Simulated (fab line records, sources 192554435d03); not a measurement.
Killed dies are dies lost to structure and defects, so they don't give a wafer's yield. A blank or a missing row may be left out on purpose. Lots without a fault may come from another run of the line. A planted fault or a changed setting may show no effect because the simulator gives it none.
Split-lot experiment | flow n5_finfet | 7 lots, 39 wafers read, on a route of 1938 steps

THE SPLIT
At N5_HKMG_FIN_CVD_62 (deposits a-Si from Si2H6, target thk 3 nm, time 20.8 s), the setting time_s was moved away from the recipe's 20.8 s on 15 of the 39 wafers read, by -47.7% to +56.7%. The other wafers ran this setting at the recipe's value.

The reading is taken at the split's own step.

THE READING
a-Si_of_HKMG_FIN_CVD_62.thk_nm (the simulator's own value, which no gauge read), in nm, at N5_HKMG_FIN_CVD_62 (deposits a-Si from Si2H6, target thk 3 nm, time 20.8 s). The file gives no usual value for it. The 24 wafers here that ran the recipe average 3.0 nm, standard deviation 0.11 nm.

wafer  | tool, chamber at the split   | time_s as run, s | against the recipe | a-Si_of_HKMG_FIN_CVD_62.thk_nm, nm | against lot-mates on the recipe
L074.2 | thermal_cvd_si-01, 0,2,1     | 20.8             | recipe             | 3                                  | -
L074.3 | thermal_cvd_si-01, 0,2,1     | 20.8             | recipe             | 3                                  | -
L074.5 | thermal_cvd_si-01, 0,2,1     | 20.8             | recipe             | 3                                  | -
L076.1 | thermal_cvd_si-01, 2,0,2,1,0 | 20.8             | recipe             | 3                                  | -
L076.3 | thermal_cvd_si-01, 2,0,2,1,0 | 20.8             | recipe             | 3                                  | -
L076.4 | thermal_cvd_si-01, 2,0,2,1,0 | 20.8             | recipe             | 3                                  | -
L076.5 | thermal_cvd_si-01, 2,0,2,1,0 | 20.8             | recipe             | 3                                  | -
L076.6 | thermal_cvd_si-01, 2,0,2,1,0 | 20.8             | recipe             | 3                                  | -
L076.2 | thermal_cvd_si-01, 1         | 20.8             | recipe             | 3.2                                | -
L077.1 | thermal_cvd_si-02, 2         | 10.9             | -47.6%             | 1.6                                | -1.3
L077.2 | thermal_cvd_si-02, 1,0       | 10.9             | -47.6%             | 1.4                                | -1.5
L077.6 | thermal_cvd_si-02, 1,0       | 10.9             | -47.6%             | 1.4                                | -1.5
L077.3 | thermal_cvd_si-02, 0         | 20.8             | recipe             | 2.8                                | -
L077.4 | thermal_cvd_si-02, 1,2       | 20.8             | recipe             | 3                                  | -
L077.5 | thermal_cvd_si-02, 1,2       | 20.8             | recipe             | 3                                  | -
L078.1 | thermal_cvd_si-01, 1,0       | 11.66            | -43.9%             | 1.8                                | -1.3
L078.2 | thermal_cvd_si-01, 1,0       | 11.66            | -43.9%             | 1.8                                | -1.3
L078.3 | thermal_cvd_si-01, 2         | 11.66            | -43.9%             | 1.6                                | -1.5
L078.4 | thermal_cvd_si-01, 0,1       | 20.8             | recipe             | 3                                  | -
L078.5 | thermal_cvd_si-01, 0,1       | 20.8             | recipe             | 3                                  | -
L078.6 | thermal_cvd_si-01, 2         | 20.8             | recipe             | 3.2                                | -
L081.1 | thermal_cvd_si-02, 1,2,1     | 32.6             | +56.7%             | 4.8                                | +1.9
L081.4 | thermal_cvd_si-02, 1,2,1     | 32.6             | +56.7%             | 4.8                                | +1.9
L081.5 | thermal_cvd_si-02, 1,2,1     | 32.6             | +56.7%             | 4.8                                | +1.9
L081.2 | thermal_cvd_si-02, 2         | 20.8             | recipe             | 3                                  | -
L081.3 | thermal_cvd_si-02, 0         | 20.8             | recipe             | 2.8                                | -
L081.6 | thermal_cvd_si-02, 0         | 20.8             | recipe             | 2.8                                | -
L092.1 | thermal_cvd_si-01, 0,1       | 20.8             | recipe             | 2.8                                | -
L092.2 | thermal_cvd_si-01, 0,1       | 20.8             | recipe             | 2.8                                | -
L092.3 | thermal_cvd_si-01, 2,1,0     | 10.88            | -47.7%             | 1.4                                | -1.5
L092.5 | thermal_cvd_si-01, 2,1,0     | 10.88            | -47.7%             | 1.4                                | -1.5
L092.6 | thermal_cvd_si-01, 2,1,0     | 10.88            | -47.7%             | 1.4                                | -1.5
L092.4 | thermal_cvd_si-01, 2         | 20.8             | recipe             | 3                                  | -
L095.1 | thermal_cvd_si-02, 0,2       | 20.8             | recipe             | 3                                  | -
L095.3 | thermal_cvd_si-02, 0,2       | 20.8             | recipe             | 3                                  | -
L095.2 | thermal_cvd_si-02, 1,2,0     | 13.35            | -35.8%             | 2                                  | -1.1
L095.4 | thermal_cvd_si-02, 1,2,0     | 13.35            | -35.8%             | 2                                  | -1.1
L095.5 | thermal_cvd_si-02, 1,2,0     | 13.35            | -35.8%             | 2                                  | -1.1
L095.6 | thermal_cvd_si-02, 1         | 20.8             | recipe             | 3.2                                | -
Where a row lists several chambers, the file gives one row for several wafers and doesn't say which wafer went through which chamber.

THE FIT
A straight line over all 39 wafers: a-Si_of_HKMG_FIN_CVD_62.thk_nm changes by +0.0312 nm for each +1% of time_s; r = +0.99; the points scatter about the line by 0.12 nm.
The same after taking each lot's own level away (the mean of its wafers on the recipe; 39 wafers): +0.0319 nm for each +1%; r = +1.00; scatter 0.087 nm.
On that fit, the largest move of time_s shifts the reading by 1.8 nm.
The lots' own levels span 2.87 to 3.07 nm, that is 1.8 times the standard deviation above.
So the lot-to-lot level changes the slope little: the two slopes agree.
Check: with one of the wafers moved furthest among these (+56.7%) left out of the fit, the line predicts +1.82 nm for it against its lot-mates. It came out at +1.93 nm against them.

OTHER SPLITS ON THESE WAFERS
These wafers also went through other splits before the reading. Each is held against what the fit with the lots' levels taken away leaves over:
other split on the same wafers                 | wafers away from the commonest value | r with a-Si_of_HKMG_FIN_CVD_62.thk_nm (lot level and that fit taken away)
N5_PMOS_HMC_CHANNEL_EPI_HM_DEP_34 target_thk_a | 15                                   | -0.10
N5_FIN_CUT_CUT_ETCH_15 target_depth_a          | 15                                   | -0.03

THE FILE'S OWN FIT
a-Si_of_HKMG_FIN_CVD_62.thk_nm changes by +0.0316 nm for each +1% of time_s, r = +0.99.
